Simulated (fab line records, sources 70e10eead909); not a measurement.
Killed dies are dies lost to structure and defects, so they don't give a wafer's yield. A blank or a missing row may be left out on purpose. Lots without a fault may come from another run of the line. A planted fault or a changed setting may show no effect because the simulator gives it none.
Chamber matching | flow nand_harc | NHARC_A_M1_CMP_23 on cmp-01: 4 sister chambers
The step polishes, t overpolish 20 s, target thk 154.34 nm. 4 wafers are shown with their chamber, then 7 later ones without.

WAFERS WITH THEIR CHAMBER
wafer  | chamber | motor_current_A (A)
L692.1 | 0       | 11.2
L701.5 | 2       | 13.1
L703.2 | 3       | 12.1
L703.3 | 1       | 10.9

WAFERS WITHOUT THEIR CHAMBER
wafer  | motor_current_A (A)
L703.5 | 12.6
L709.2 | 10.2
L709.4 | 11.2
L709.5 | 10.9
L712.1 | 10.5
L712.2 | 12.2
L712.6 | 11.0

WHICH CHAMBER EACH WENT THROUGH
wafer  | from the rows above     | in truth
L703.5 | can't be placed: 2 or 3 | 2
L709.2 | can't be placed: 1 or 0 | 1
L709.4 | can't be placed: 0 or 1 | 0
L709.5 | can't be placed: 1 or 0 | 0
L712.1 | can't be placed: 1 or 0 | 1
L712.2 | 3                       | 3
L712.6 | can't be placed: 1 or 0 | 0
Placed correctly: 1 of 7. Can't be placed from these rows: 6 (the true chamber is among the candidates in 6). Placed wrongly: 0.
How it was worked out, from the rows above alone: a wafer's distance from a chamber is the root of the sum, over the readings, of the square of ((its reading less the chamber's mean) divided by the reading's scatter). The wafer belongs to the nearest chamber; if the next one is less than 2 further off, it can't be placed. A chamber's mean is the mean of its shown wafers. The scatter: with one shown wafer a chamber, the root of the mean of the squares of how far each hidden wafer lies from its nearest shown one.
